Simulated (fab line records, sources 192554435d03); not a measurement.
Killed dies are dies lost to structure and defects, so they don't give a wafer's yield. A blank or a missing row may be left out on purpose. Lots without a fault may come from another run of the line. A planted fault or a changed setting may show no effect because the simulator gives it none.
A struck lot beside a sound one | flow n5_finfet | 41 steps out of a route of 1938
Sound: wafers L346.2, L346.3, L346.4. Struck: wafers L354.2, L354.5. (L354.3 of the same lot was not struck and is left out.) The cause comes at the end.
At each step with rows: each side's tool, then ch and its chambers, then its first start. Under that, the readings that differ: sound wafers | struck wafers | difference of the means | sigmas: that difference in standard deviations of wafers without a fault.
alike: readings whose means differ by less than 2 such deviations, and words and numbers that are the same on both sides. not compared: withheld readings, readings that some wafer has no value for, bounds like >300 that may hide the same value, and numbers for which the record gives no deviation and whose values overlap.
The two part at a step that has a row with sigmas, a row that says differs or no value, or rows on one side only. Numbers that don't overlap but have no deviation are shown without sigmas and don't part them. A reading that every wafer of one side lacks parts them only if that side has two wafers or more.

first, 11 steps without rows for these wafers: N5_MOL_CONTACT_COAG_WET_ETCH_116 (etches the open film in SC1-inhibited, target depth 4.6 nm, rinse time 30 s); N5_MOL_CONTACT_COAG_ALD_27 (deposits SiOC, target thk 17 nm, pulse time 1.5 s, time 2720 s); N5_MOL_CONTACT_COAG_CMP_28 (polishes, stops on SiNx, t overpolish 0.85 s, target thk 14.522 nm); N5_MOL_CONTACT_COAG_ALD_123 (deposits SiNx, target thk 5 nm, pulse time 1 s, purge time 2 s); N5_MOL_CONTACT_COAG_PECVD_31 (deposits SiO2 from TEOS/O2, target thk 46 nm, time 8.9 s); N5_MOL_CONTACT_COAG_COAT_75 (time 60 s, resist thk 60 nm); N5_MOL_CONTACT_COAG_COAT_76 (time 60 s, resist thk 10 nm); N5_MOL_CONTACT_COAG_COAT_77 (time 60 s, resist thk 10 nm); N5_MOL_CONTACT_COAG_COAT_78 (resist thk 40 nm); N5_MOL_CONTACT_COAG_EBR_80; N5_MOL_CONTACT_COAG_SOFTBAKE_79 (time 60 s).
N5_MOL_CONTACT_COAG_EXPOSE_81: exposes mask VG, defocus 0 nm.
  sound on euv_scanner-01 ch 0, day 7 04:28; struck on euv_scanner-01 ch 0, day 9 07:38
  alike: mask
then, 2 steps without rows for these wafers: N5_MOL_CONTACT_COAG_PEB_82 (peb time 60 s); N5_MOL_CONTACT_COAG_DEVELOP_83 (develop time 30 s).
N5_MOL_CONTACT_COAG_CD_MEAS_84: target cd 25.1 nm.
  sound on cd_sem-01 ch 0, day 7 04:36; struck on cd_sem-02 ch 0, day 9 07:46
  reading    | sound             | struck    | difference | sigmas
  cd_nm (nm) | 25.10 25.25 24.98 | 9.39 8.67 | -16.08     | -67
then, 16 steps without rows for these wafers: N5_MOL_CONTACT_COAG_DESCUM_88 (chemistry O2, time 7 s); N5_MOL_CONTACT_COAG_ETCH_89 (etches underlayer in N2/H2, target depth 13 nm, time 10.4 s); N5_MOL_CONTACT_COAG_ETCH_90 (etches SiARC in CF4, target depth 13 nm, time 21.7 s); N5_MOL_CONTACT_COAG_ALD_131 (deposits SiO2, target thk 5 nm, pulse time 1 s, co reactant pulse time 1 s); N5_MOL_CONTACT_COAG_ETCHBACK_132 (etches SiO2 in CHF3, target depth 10 nm, time 6.7 s); N5_MOL_CONTACT_COAG_ETCH_91 (etches SOC in N2/H2, target depth 60 nm, overetch 21 nm, time 101.2 s); N5_MOL_CONTACT_COAG_STRIP_92 (strips in N2/H2); N5_MOL_CONTACT_COAG_STRIP_93 (strips in N2/H2); N5_MOL_CONTACT_COAG_ETCHBACK_135 (etches SiO2 in CHF3, target depth 25 nm, time 16.7 s); N5_MOL_CONTACT_COAG_STRIP_118 (strips in CHF3); N5_MOL_CONTACT_COAG_VIA_ETCH_46 (etches SiO2 in C4F6/O2, target depth 46 nm, overetch 9.2 nm, time 40 s); N5_MOL_CONTACT_COAG_STRIP_96 (strips in N2/H2); N5_MOL_CONTACT_COAG_ETCH_47 (etches SiNx in CH3F/O2, stops on W, target depth 27 nm); N5_MOL_CONTACT_COAG_STRIP_119 (strips in N2/H2, time 30 s); N5_MOL_CONTACT_COAG_PRECLEAN_144 (cleans in alkaline clean, time 60 s); N5_MOL_CONTACT_COAG_SRD_145 (time 30 s).
N5_MOL_CONTACT_COAG_CD_MEAS_137: target cd 16 nm.
  sound on cd_sem-03, day 7 05:32; struck on cd_sem-01, day 9 08:44
  reading    | sound          | struck  | difference | sigmas
  cd_nm (nm) | 16.0 16.1 16.3 | 0.3 0.8 | -15.6      | -43
then, 7 steps without rows for these wafers: N5_MOL_CONTACT_COAG_COAT_62 (time 60 s, resist thk 60 nm); N5_MOL_CONTACT_COAG_COAT_63 (time 60 s, resist thk 10 nm); N5_MOL_CONTACT_COAG_COAT_64 (time 60 s, resist thk 10 nm); N5_MOL_CONTACT_COAG_COAT_34 (resist thk 40 nm); N5_MOL_CONTACT_COAG_EBR_36; N5_MOL_CONTACT_COAG_SOFTBAKE_35 (time 60 s); N5_MOL_CONTACT_COAG_EXPOSE_37 (exposes mask VD, defocus 0 nm).
N5_BEOL_M4_RC_MEAS_101:
  the record has rows for the sound wafers here (prober-02 ch 0, day 11 00:52) and none for the struck ones
-- the record jumps here: 8 days lie between the struck wafers' starts before and after (it left off in module BEOL_M4 and takes up again in module PASSIVATION, whose first step shown is number 1936 of the route) --
N5_PASSIVATION_PROBE_49:
  sound on prober-02, day 15 09:38; struck on prober-02, day 17 07:51
  reading                  | sound          | struck    | difference | sigmas
  defect_limited_yield (%) | 88.9 89.6 88.7 | 0 0       | -89        | -64
  killed_at_M4_up          | 18 12 21       | 5 7       | -11        | -2
  killed_at_contacts       | 16 19 23       | 1068 1053 | +1041      | +99 or more
  killed_dies              | 131 123 133    | 1180 1180 | +1051      | +62
  killed_on_rim            | 16 18 20       | 152 152   | +134       | +34
  sort_bin_5_function (%)  | 6.2 6.5 7.2    | 27.5 28.3 | +21.3      | +23
  sort_bin_8_speed (%)     | 0 15.3 0       | 0 0       | -5         | -4
  sort_n_pass              | 1049 877 1047  | 0 0       | -991       | -41
  sort_yield_pct (%)       | 88.9 74.3 88.7 | 0 0       | -84        | -42
  alike: killed_at_M0_to_M3, killed_at_front_end, killed_at_other, killed_open, killed_short, sort_bin_6_memory

WHERE THEY PART
First at N5_MOL_CONTACT_COAG_CD_MEAS_84; last, within this record, at N5_PASSIVATION_PROBE_49.

WHY: what the simulator had put in
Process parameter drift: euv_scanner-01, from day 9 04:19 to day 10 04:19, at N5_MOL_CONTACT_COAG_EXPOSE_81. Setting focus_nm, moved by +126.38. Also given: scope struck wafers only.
